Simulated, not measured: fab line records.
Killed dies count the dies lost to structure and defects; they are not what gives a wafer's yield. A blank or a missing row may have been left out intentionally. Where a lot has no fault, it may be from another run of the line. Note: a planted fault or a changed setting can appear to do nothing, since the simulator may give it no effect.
fab line records | flow nandHarc
record lots=12 | wafers=36 | lastDay=34
route steps=1302 shown A_STAIRCASE@713
lots that met no fault: taken from a fault-free run of the same line
startH: hours from the record's first day to the start of the lot's first wafer shown | waitH: time in hours since the lot's previous step | " as in the row above | L1.1+2: several wafers, shown together as one row | - either no value or no given start | * or withheld: withheld | < > ~ a bound
route shown NAME@n: NAME is a module with steps in the file, n the number in the route of the first one | usual: the fault-free wafers' mean and standard deviation | same: alike in all rows | chamber/n: place in a boat | sites: the reading at each site | _std_site: how widely they spread, as a standard deviation | _edge_site: inner sites' mean taken away from outer sites' mean | radiusMm: how far each site lies from the wafer's centre | mask NAME#n: copy n | behind: the tool/chamber that last shaped the wafer | hold: why the lot went on hold/how many hours it stayed there/how the hold came to an end | device: the transistor (n, p or np) that didn't switch | end of line: at the end of the route, the tests of the same wafers | a step given without rows: its recipe and nothing more | killed: count of dies lost to structure and defects at first sort (not the wafer's yield) | map: a wafer's dies, marking killed ones x, the rest . and places with no die _
set.NAME: the setting that was run; set.NAME@STEP: the one run at that earlier step | model.NAME: the simulator's own value behind a step, which no gauge read
one table for each step of the route and one row for each wafer, over a sample of lots
services: from which hour (startH, from the record's first day; less than 0 if before it) a tool's chamber was out of use, for how many hours, and why
## steps
# step NHARC_A_STAIRCASE_ETCH_199
# recipe targetDepthA=1000 | timeS=40.5 | ionEnergyEv=400 | c4f8FlowSccm=20 | o2FlowSccm=10 | arFlowSccm=withheld | rfW=600 | biasW=1000 | chemistry=C4F8/O2
# usual biasW=1000/3 | chamberPressureMTorr=25.000/0.022 | oesProductAu=0.949/0.011 | rfVppV=895/5.6
lot.wafer | tool       | chamber | startH | waitH | biasW | chamberPressureMTorr | oesProductAu | rfHoursCounterH | rfVppV
L934.1    | rieDiel-08 | 2       | -      | -     | 1006  | 24.959               | 0.963        | 65              | 896
L934.2    | "          | 3       | "      | "     | 997   | 24.998               | 0.945        | 59              | 906
L934.5    | "          | 1       | "      | "     | 995   | 24.979               | 0.987        | -               | 893
L936.3    | rieDiel-13 | 1       | -      | -     | 1000  | 24.976               | 0.963        | 4               | 889
L936.2    | "          | 2       | "      | "     | 1002  | 25.014               | 0.963        | 4               | 906
L936.1    | "          | 0       | "      | "     | 1002  | 24.980               | 0.947        | 4               | 895
L938.2    | rieDiel-13 | 0       | -      | -     | 1001  | 25.009               | 0.950        | 14              | 895
L938.4    | "          | 2       | "      | "     | 1006  | 25.015               | 0.951        | 14              | 905
L938.5    | "          | 0       | "      | "     | 998   | 24.956               | 0.949        | -               | 896
L939.3    | rieDiel-08 | 0       | -      | -     | 997   | 25.038               | 0.949        | 16              | 905
L939.4    | "          | 3       | "      | "     | 1000  | 24.987               | 0.928        | 15              | 904
L939.5    | "          | 1       | "      | "     | 1003  | 24.968               | 0.941        | -               | 892
L947.2    | rieDiel-13 | 3       | -      | -     | 1003  | 25.008               | 0.942        | 42              | 897
L947.3    | "          | 0       | "      | "     | 1005  | 24.993               | 0.949        | 41              | 895
L947.1    | "          | 2       | "      | "     | 1003  | 25.048               | 0.947        | 46              | 903
L948.1    | rieDiel-11 | 1       | -      | -     | 1000  | 24.981               | 0.952        | 18              | 893
L948.4    | "          | 2       | "      | "     | 996   | 25.004               | 0.932        | 21              | 892
L948.5    | "          | 2       | "      | "     | 993   | 25.022               | 0.936        | -               | 894
L949.3    | rieDiel-11 | 1       | -      | -     | 999   | 24.967               | 0.946        | 22              | 892
L949.5    | "          | 2       | "      | "     | 998   | 25.000               | 0.930        | -               | 895
L949.6    | "          | 3       | "      | "     | 1003  | 25.011               | 0.937        | -               | 896
L951.1    | rieDiel-13 | 2       | -      | -     | 1000  | 24.998               | 0.951        | 49              | 905
L951.5    | "          | 3       | "      | "     | 1001  | 24.996               | 0.939        | -               | 897
L951.6    | "          | 0       | "      | "     | 996   | 24.983               | 0.935        | -               | 896
L950.2    | rieDiel-11 | 1       | -      | -     | 1001  | 24.974               | 0.958        | 24              | 895
L950.3    | "          | 2       | "      | "     | 1000  | 25.008               | 0.957        | 27              | 892
L950.1    | "          | 3       | "      | "     | 1004  | 25.049               | 0.959        | 26              | 897
L952.1    | rieDiel-13 | 3       | -      | -     | 999   | 25.027               | 0.939        | 2               | 896
L952.2    | "          | 1       | "      | "     | 1000  | 24.998               | 0.948        | 2               | 888
L952.5    | "          | 0       | "      | "     | 1000  | 24.973               | 0.923        | -               | 895
L955.4    | rieDiel-13 | 0       | -      | -     | 1001  | 24.989               | 0.939        | 9               | 895
L955.3    | "          | 1       | "      | "     | 1004  | 24.994               | 0.954        | 9               | 886
L955.1    | "          | 2       | "      | "     | 995   | 24.967               | 0.948        | 7               | 904
L956.1    | rieDiel-11 | 1       | -      | -     | 1001  | 25.010               | 0.954        | 48              | 892
L956.4    | "          | 2       | "      | "     | 999   | 25.025               | 0.952        | 47              | 894
L956.6    | "          | 1       | "      | "     | 1002  | 25.013               | 0.948        | -               | 892
# step NHARC_A_STAIRCASE_ETCH_230
# recipe targetDepthA=1000 | timeS=40.5 | ionEnergyEv=400 | c4f8FlowSccm=20 | o2FlowSccm=10 | arFlowSccm=withheld | rfW=600 | biasW=1000 | chemistry=C4F8/O2
# usual biasW=999.9/2.8 | chamberPressureMTorr=25.000/0.022 | oesProductAu=0.946/0.017 | rfVppV=896/5.9
lot.wafer | tool       | chamber | startH | waitH | biasW  | chamberPressureMTorr | oesProductAu | rfHoursCounterH | rfVppV
L934.2    | rieDiel-13 | 1       | -      | -     | 1003.2 | 24.978               | 0.968        | 3               | 888
L934.1    | "          | 2       | "      | "     | 998.6  | 24.992               | 0.982        | 3               | 907
L934.5    | "          | 0       | "      | "     | 1001.3 | 24.988               | 0.962        | -               | 895
L936.1    | rieDiel-13 | 1       | -      | -     | 1000.9 | 25.024               | 0.947        | 4               | 890
L936.3    | "          | 2       | "      | "     | 1000.1 | 24.997               | 0.941        | 4               | 905
L936.2    | "          | 3       | "      | "     | 1001.0 | 24.995               | 0.932        | 5               | 897
L938.2    | rieDiel-11 | 2       | -      | -     | 1002.8 | 25.020               | 0.953        | 52              | 895
L938.4    | "          | 3       | "      | "     | 1001.3 | 24.984               | 0.946        | 53              | 898
L938.5    | "          | 1       | "      | "     | 999.7  | 24.975               | 0.945        | -               | 893
L939.3    | rieDiel-08 | 3       | -      | -     | 991.9  | 25.027               | 0.950        | 17              | 905
L939.4    | "          | 1       | "      | "     | 1002.3 | 24.994               | 0.981        | 16              | 894
L939.5    | "          | 3       | "      | "     | 997.2  | 25.000               | 0.959        | -               | 905
L947.3    | rieDiel-11 | 2       | -      | -     | 1001.3 | 24.982               | 0.940        | 22              | 893
L947.1    | "          | 0       | "      | "     | 998.8  | 25.030               | 0.929        | 18              | 887
L947.2    | "          | 1       | "      | "     | 998.9  | 24.996               | 0.935        | 19              | 893
L948.4    | rieDiel-13 | 2       | -      | -     | 1000.2 | 25.003               | 0.929        | 47              | 905
L948.1    | "          | 0       | "      | "     | 1000.1 | 24.998               | 0.942        | 42              | 895
L948.5    | "          | 3       | "      | "     | 1000.5 | 24.994               | 0.949        | -               | 897
L951.1    | rieDiel-08 | 0       | -      | -     | 995.0  | 24.985               | 0.946        | 49              | 904
L951.5    | "          | 2       | "      | "     | 1000.0 | 25.005               | 0.954        | -               | 897
L951.6    | "          | 3       | "      | "     | 1000.5 | 24.990               | 0.938        | -               | 904
L949.3    | rieDiel-08 | 2       | -      | -     | 1000.9 | 25.013               | 0.936        | 46              | 895
L949.5    | "          | 3       | "      | "     | 1000.0 | 24.981               | 0.933        | -               | 903
L949.6    | "          | 0       | "      | "     | 997.2  | 25.010               | 0.959        | -               | 903
L950.2    | rieDiel-08 | 1       | -      | -     | 996.5  | 25.002               | 0.928        | 53              | 891
L950.1    | "          | 3       | "      | "     | 1001.1 | 25.009               | 0.913        | 54              | 904
L950.3    | "          | 0       | "      | "     | 995.3  | 24.997               | 0.928        | 53              | 906
L952.2    | rieDiel-11 | 3       | -      | -     | 998.8  | 25.008               | 0.945        | 33              | 897
L952.1    | "          | 2       | "      | "     | 995.4  | 24.987               | 0.937        | 35              | 894
L952.5    | "          | 3       | "      | "     | 1003.6 | 25.042               | 0.948        | -               | 898
L955.3    | rieDiel-13 | 2       | -      | -     | 999.7  | 24.990               | 0.952        | 8               | 904
L955.1    | "          | 0       | "      | "     | 994.4  | 25.028               | 0.942        | 11              | 895
L955.4    | "          | 1       | "      | "     | 1002.7 | 25.012               | 0.965        | 10              | 889
L956.4    | rieDiel-08 | 1       | -      | -     | 999.6  | 24.986               | 0.956        | 7               | 891
L956.1    | "          | 3       | "      | "     | 997.4  | 25.001               | 0.936        | 11              | 903
L956.6    | "          | 1       | "      | "     | 1002.6 | 25.029               | 0.957        | -               | 893
# step NHARC_A_STAIRCASE_STRIP_238
# recipe powerW=1500 | tempC=250 | chemistry=O2
# usual drypumpMotorCurrentA=5.4/0.5 | heaterPowerW=309/11
lot.wafer | tool           | chamber | startH | waitH | drypumpMotorCurrentA | heaterPowerW | rfHoursCounterH
L934.2    | plasmaAsher-02 | 0       | 372.26 | 0.1   | 5.0                  | 307          | 27
L934.1    | "              | 1       | "      | "     | 5.2                  | 300          | 27
L934.5    | "              | 0       | "      | "     | 5.0                  | 310          | -
L936.2    | plasmaAsher-01 | 0       | 378.87 | 0.1   | 5.7                  | 325          | 6
L936.1    | "              | 1       | "      | "     | 6.4                  | 317          | 6
L936.3    | "              | 1       | "      | "     | 6.3                  | 317          | -
L938.2    | plasmaAsher-02 | 0       | 413.88 | 0.1   | 5.0                  | 321          | 35
L938.4    | "              | 0       | "      | "     | 5.0                  | 317          | -
L938.5    | "              | 0       | "      | "     | 5.0                  | 314          | -
L939.3    | plasmaAsher-01 | 0       | 419.68 | 0.2   | 5.7                  | 320          | -
L939.4    | "              | 1       | "      | "     | 6.4                  | 316          | -
L939.5    | "              | 1       | "      | "     | 6.4                  | 325          | -
L947.2    | plasmaAsher-02 | 1       | 510.09 | 0.1   | -                    | -            | -
L947.1    | "              | 0       | "      | "     | -                    | -            | -
L947.3    | "              | 1       | "      | "     | -                    | -            | -
L948.1    | plasmaAsher-02 | 0       | 511.11 | 0.1   | -                    | -            | -
L948.4    | "              | 1       | "      | "     | -                    | -            | -
L948.5    | "              | 1       | "      | "     | -                    | -            | -
L951.1    | plasmaAsher-02 | 1       | 520.92 | 0.1   | 5.2                  | 303          | 21
L951.5    | "              | 0       | "      | "     | 5.0                  | 301          | -
L951.6    | "              | 1       | "      | "     | 5.2                  | 307          | -
L949.3    | plasmaAsher-02 | 0       | 521.36 | 0.2   | 5.0                  | 302          | -
L949.6    | "              | 0       | "      | "     | 5.0                  | 296          | -
L949.5    | "              | 1       | "      | "     | 5.2                  | 300          | -
L950.1    | plasmaAsher-02 | 0       | 528.87 | 0.1   | 5.0                  | 300          | 23
L950.2    | "              | 1       | "      | "     | 5.2                  | 294          | 23
L950.3    | "              | 1       | "      | "     | 5.2                  | 295          | -
L952.1    | plasmaAsher-02 | 1       | 538.04 | 0.1   | 5.2                  | 299          | 25
L952.2    | "              | 0       | "      | "     | 5.0                  | 300          | 25
L952.5    | "              | 1       | "      | "     | 5.2                  | 305          | -
L955.1    | plasmaAsher-02 | 1       | 563.54 | 0.3   | 5.2                  | 314          | 28
L955.4    | "              | 0       | "      | "     | 5.0                  | 291          | -
L955.3    | "              | 1       | "      | "     | 5.2                  | 303          | -
L956.1    | plasmaAsher-02 | 0       | 585.21 | 0.1   | 5.0                  | 301          | 33
L956.4    | "              | 1       | "      | "     | 5.2                  | 296          | -
L956.6    | "              | 1       | "      | "     | 5.2                  | 307          | -
# step NHARC_A_STAIRCASE_STRIP_254
# recipe powerW=1500 | tempC=250 | chemistry=O2
# usual drypumpMotorCurrentA=5.6/0.52 | heaterPowerW=316/15
lot.wafer | tool           | chamber | startH | waitH | drypumpMotorCurrentA | heaterPowerW | rfHoursCounterH
L934.1    | plasmaAsher-01 | 0       | 373.82 | -     | 5.7                  | 314          | 5
L934.2    | "              | 1       | "      | "     | 6.3                  | 323          | 5
L934.5    | "              | 0       | "      | "     | 5.7                  | 319          | -
L936.2    | plasmaAsher-01 | 1       | 380.45 | -     | 6.4                  | 326          | 6
L936.1    | "              | 0       | "      | "     | 5.7                  | 318          | 6
L936.3    | "              | 0       | "      | "     | 5.7                  | 317          | -
L938.2    | plasmaAsher-01 | 0       | 415.60 | -     | 5.7                  | 315          | 13
L938.4    | "              | 1       | "      | "     | 6.4                  | 317          | -
L938.5    | "              | 0       | "      | "     | 5.7                  | 322          | -
L939.3    | plasmaAsher-01 | 1       | 421.37 | -     | 6.3                  | 317          | -
L939.4    | "              | 0       | "      | "     | 5.7                  | 312          | -
L939.5    | "              | 0       | "      | "     | 5.7                  | 316          | -
L947.2    | plasmaAsher-01 | 1       | 511.79 | -     | 6.4                  | 310          | 32
L947.1    | "              | 0       | "      | "     | 5.7                  | 320          | 32
L947.3    | "              | 0       | "      | "     | 5.7                  | 312          | -
L948.1    | plasmaAsher-02 | 1       | 512.82 | -     | 5.2                  | 303          | 17
L948.4    | "              | 1       | "      | "     | 5.2                  | 307          | -
L948.5    | "              | 1       | "      | "     | 5.2                  | 308          | -
L951.1    | plasmaAsher-02 | 1       | 522.49 | -     | 5.2                  | 299          | 21
L951.5    | "              | 0       | "      | "     | 5.0                  | 301          | -
L951.6    | "              | 1       | "      | "     | 5.2                  | 303          | -
L949.3    | plasmaAsher-02 | 1       | 523.14 | -     | 5.2                  | 315          | -
L949.6    | "              | 0       | "      | "     | 5.0                  | 290          | -
L949.5    | "              | 1       | "      | "     | 5.2                  | 294          | -
L950.1    | plasmaAsher-02 | 0       | 530.65 | -     | 5.0                  | 294          | 24
L950.2    | "              | 1       | "      | "     | 5.2                  | 295          | 24
L950.3    | "              | 1       | "      | "     | 5.2                  | 304          | -
L952.1    | plasmaAsher-01 | 0       | 539.61 | -     | 5.7                  | 330          | 2
L952.2    | "              | 1       | "      | "     | 6.3                  | 346          | 2
L952.5    | "              | 0       | "      | "     | 5.7                  | 343          | -
L955.1    | plasmaAsher-01 | 1       | 565.22 | -     | 6.3                  | 347          | 9
L955.4    | "              | 1       | "      | "     | 6.3                  | 341          | -
L955.3    | "              | 0       | "      | "     | 5.7                  | 330          | -
L956.1    | plasmaAsher-01 | 1       | 587.11 | -     | 6.3                  | 345          | 14
L956.4    | "              | 0       | "      | "     | 5.7                  | 335          | -
L956.6    | "              | 1       | "      | "     | 6.3                  | 338          | -
## services
tool           | chamber | startH | hours | kind
plasmaAsher-01 | -       | 343.68 | 9.0   | pm
plasmaAsher-01 | 0       | 343.68 | 9.0   | ventCycle
plasmaAsher-01 | 1       | 343.68 | 9.0   | ventCycle
rieDiel-13     | 0       | 351.35 | -     | clean
plasmaAsher-02 | -       | 357.79 | 5.0   | repair
rieDiel-11     | 2       | 379.91 | 2.2   | repair
rieDiel-08     | 1       | 385.33 | 6.2   | repair
plasmaAsher-02 | -       | 426.15 | 9.0   | pm
plasmaAsher-02 | 0       | 426.15 | 9.0   | ventCycle
plasmaAsher-02 | 1       | 426.15 | 9.0   | ventCycle
plasmaAsher-02 | 0       | 435.15 | -     | clean
plasmaAsher-02 | 1       | 435.15 | -     | clean
rieDiel-11     | 0       | 435.20 | 3.0   | repair
rieDiel-11     | -       | 435.99 | 9.0   | pm
rieDiel-08     | 0       | 462.37 | 9.5   | repair
rieDiel-13     | 0       | 471.12 | 7.6   | repair
rieDiel-11     | 0       | 485.74 | 1.2   | repair
rieDiel-13     | -       | 519.35 | 9.0   | pm
plasmaAsher-01 | -       | 520.68 | 9.0   | pm
plasmaAsher-02 | -       | 538.43 | 9.5   | repair
rieDiel-08     | -       | 544.93 | 9.0   | pm
rieDiel-08     | 1       | 558.67 | 8.7   | repair
rieDiel-13     | 3       | 570.33 | 8.1   | repair
rieDiel-08     | -       | 586.61 | 0.7   | repair
## key
firstSign step=NHARC_A_STAIRCASE_STRIP_238 | reading=toolRecord | direction=missing
effect none on later readings
metAt NHARC_A_STAIRCASE_STRIP_238
struckLots L947,L948
testerLeftOut L947,L948
notActingAt NHARC_A_STAIRCASE_ETCH_199,NHARC_A_STAIRCASE_ETCH_230,NHARC_A_STAIRCASE_STRIP_254
onsetBetween 413.88 510.09
fault kind=skippedStepWhole | tool=plasmaAsher-02 | chamber=- | onsetH=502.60 | steps=NHARC_A_STAIRCASE_STRIP_238 | scope=struckLotsOnly
# testerLeftOut: of these lots the tester's yield and bins aren't shown, on N5 and GAA mostly nor the transistor test; their killed dies are dies lost to structure and defects alone, not to doping, threshold or leakage, so they don't give the yield
